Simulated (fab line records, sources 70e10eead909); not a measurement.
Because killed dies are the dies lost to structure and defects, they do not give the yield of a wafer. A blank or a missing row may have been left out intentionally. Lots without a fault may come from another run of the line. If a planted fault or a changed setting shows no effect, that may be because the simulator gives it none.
Struck lot and sound lot, side by side -- flow nand_harc -- 40 steps out of a route of 1159
Sound: wafers L178.3, L178.5, L178.6. Struck: wafer L184.5. (L184.1, L184.2 of the same lot were not struck and are left out.) The cause comes at the end.
Per side, at each step with rows, come the tool, then ch with its chambers, and then its first start. Under that, the readings that differ: sound wafers -- struck wafers -- difference of the means -- sigmas: that difference in standard deviations of wafers without a fault.
alike: readings with means less than 2 such deviations apart, plus words and numbers identical on both sides. not compared: withheld readings, readings lacking a value on some wafer, bounds such as >300 that could conceal the same value, and numbers that have no deviation in the record and whose values overlap.
Wherever a step has rows on one side only, a row that says differs or no value, or a row with sigmas, the two part there. Non-overlapping numbers with no deviation appear without sigmas and do not part them. A reading that every wafer of one side lacks parts them only if that side has two wafers or more.

first, 6 steps without rows for these wafers: NHARC_A_CONTACT_ETCH_89 (etches the open film in N2/H2, target depth 260 nm, time 475.3 s); NHARC_A_CONTACT_ETCH_30 (etches the open film in CF4/CHF3, target depth 60.5 nm, time 30.2 s); NHARC_A_CONTACT_ETCH_31 (etches the open film in O2/COS, target depth 2000 nm, time 520 s); NHARC_A_CONTACT_ETCH_134 (etches the open film in C4F8/O2/Ar, time 140 s, target depth 700 nm); NHARC_A_CONTACT_ETCH_135 (etches the open film in C4F8/O2/Ar, time 132 s, target depth 1287 nm); NHARC_A_CONTACT_ETCH_136 (etches the open film in C4F8/O2/Ar, time 132 s, target depth 1287 nm).
NHARC_A_CONTACT_ETCH_137: etches the open film in C4F8/O2/Ar, time 132 s, target depth 1287 nm.
  sound on har_cap_etch-01 ch 0,1, day 17 06:10; struck on har_cap_etch-02 ch 0, day 18 14:18
  not compared: rf_hours_counter_h
NHARC_A_CONTACT_ETCH_138: etches the open film in C4F8/O2/Ar, time 132 s, target depth 1289 nm.
  sound on har_cap_etch-01 ch 0,1, day 17 06:17; struck on har_cap_etch-02 ch 0, day 18 14:25
  not compared: rf_hours_counter_h
NHARC_A_CONTACT_ETCH_139: etches the open film in C4F8/O2/Ar, time 137 s, target depth 590 nm.
  sound on har_cap_etch-01 ch 0,1, day 17 06:28; struck on har_cap_etch-02 ch 0, day 18 14:33
  not compared: rf_hours_counter_h
then, 2 steps without rows for these wafers: NHARC_A_CONTACT_ETCH_92 (etches the open film in CH3F/O2, target depth 40 nm, time 85.7 s); NHARC_A_CONTACT_ETCH_98 (etches the open film in C4F6/O2, target depth 20 nm, time 10 s).
NHARC_A_CONTACT_CD_MEAS_15:
  sound on cd_sem-01 at day 17 07:01; struck on cd_sem-01 at day 18 15:10
  alike: cd_nm
NHARC_A_CONTACT_STRIP_107: strips in N2/H2.
  sound on rie_diel-11 ch 0,3, day 17 07:05; struck on rie_diel-11 ch 0,1,3, day 18 15:16
then, 2 steps without rows for these wafers: NHARC_A_CONTACT_STRIP_108 (strips in CF4/CHF3); NHARC_A_CONTACT_STRIP_109 (strips in O2/COS).
NHARC_A_CONTACT_ETCH_110: etches the open film in CF4/O2, target depth 50 nm, overetch 5 nm, time 27.5 s.
  sound on rie_diel-11 ch 0,1, day 17 07:20; struck on rie_diel-11 ch 1, day 18 15:28
  alike: drypump_motor_current_A, oes_product_au, rf_vpp_V, showerhead_plenum_p_Torr, throttle_valve_pct
  not compared: rf_hours_counter_h
then, 16 steps without rows for these wafers: NHARC_A_CONTACT_STRIP_26 (strips in O2); NHARC_A_CONTACT_STRIP_27 (strips in post etch residue remover, time 600 s); NHARC_A_CONTACT_ALD_18 (deposits TiN, target thk 3 nm, pulse time 1 s, ald cycles 150); NHARC_A_CONTACT_CVD_19 (deposits W, target thk 300 nm, time 802 s); NHARC_A_CONTACT_CMP_20 (polishes, t overpolish 30 s, target thk 300 nm); NHARC_A_CONTACT_SRD_22; NHARC_A_BLC_DEHYDRATE_00 (time 120 s); NHARC_A_BLC_HMDS_01 (time 30 s); NHARC_A_BLC_COAT_02 (time 75 s); NHARC_A_BLC_COAT_03 (time 65 s); NHARC_A_BLC_COAT_04 (resist thk 90 nm); NHARC_A_BLC_SOFTBAKE_05 (time 55 s); NHARC_A_BLC_EBR_06; NHARC_A_BLC_EXPOSE_07 (exposes mask A BLC, target cd 100 nm); NHARC_A_BLC_PEB_08 (peb time 65 s); NHARC_A_BLC_DEVELOP_09 (develop time 35 s).
NHARC_A_BLC_CD_MEAS_10: target cd 100 nm.
  sound on cd_sem-01 ch 0, day 17 17:03; struck on cd_sem-01 ch 0, day 18 18:07
  alike: cd_nm
NHARC_A_BLC_OVL_MEAS_11:
  sound on overlay-02 at day 17 17:08; struck on overlay-01 at day 18 18:13
  alike: overlay_x_nm, overlay_y_nm
then, 1 step without rows for these wafers: NHARC_A_BLC_DESCUM_15 (chemistry O2, time 3 s).
NHARC_A_BLC_ETCH_16: etches the open film in CF4, target depth 39 nm, time 65 s.
  sound on rie_diel-07 ch 2,3, day 17 17:29; struck on rie_diel-13 ch 0, day 18 18:23
  alike: drypump_motor_current_A, oes_product_au, rf_vpp_V, showerhead_plenum_p_Torr, throttle_valve_pct
  not compared: rf_hours_counter_h
then, 2 steps without rows for these wafers: NHARC_A_BLC_ETCH_17 (etches the open film in N2/H2, target depth 390 nm, time 609.38 s); NHARC_A_BLC_ETCH_18 (etches the open film in C4F8/O2/Ar, target depth 910 nm).
NHARC_A_BLC_CD_MEAS_19:
  sound on cd_sem-02 at day 17 18:23; struck on cd_sem-01 at day 18 19:16
  alike: cd_nm
-- jump in the record: it breaks off in module A_BLC and resumes in module END (first step shown: number 1159 of the route), and 2 days separate the struck wafers' starts before and after --
NHARC_END_SORT_01:
  at this point the record logs the struck wafers (prober-01 ch 0, day 21 01:55) and has no rows for the sound ones

== WHERE THEY PART ==
Within this record, at NHARC_END_SORT_01 only.

WHY: what had been put in by the simulator
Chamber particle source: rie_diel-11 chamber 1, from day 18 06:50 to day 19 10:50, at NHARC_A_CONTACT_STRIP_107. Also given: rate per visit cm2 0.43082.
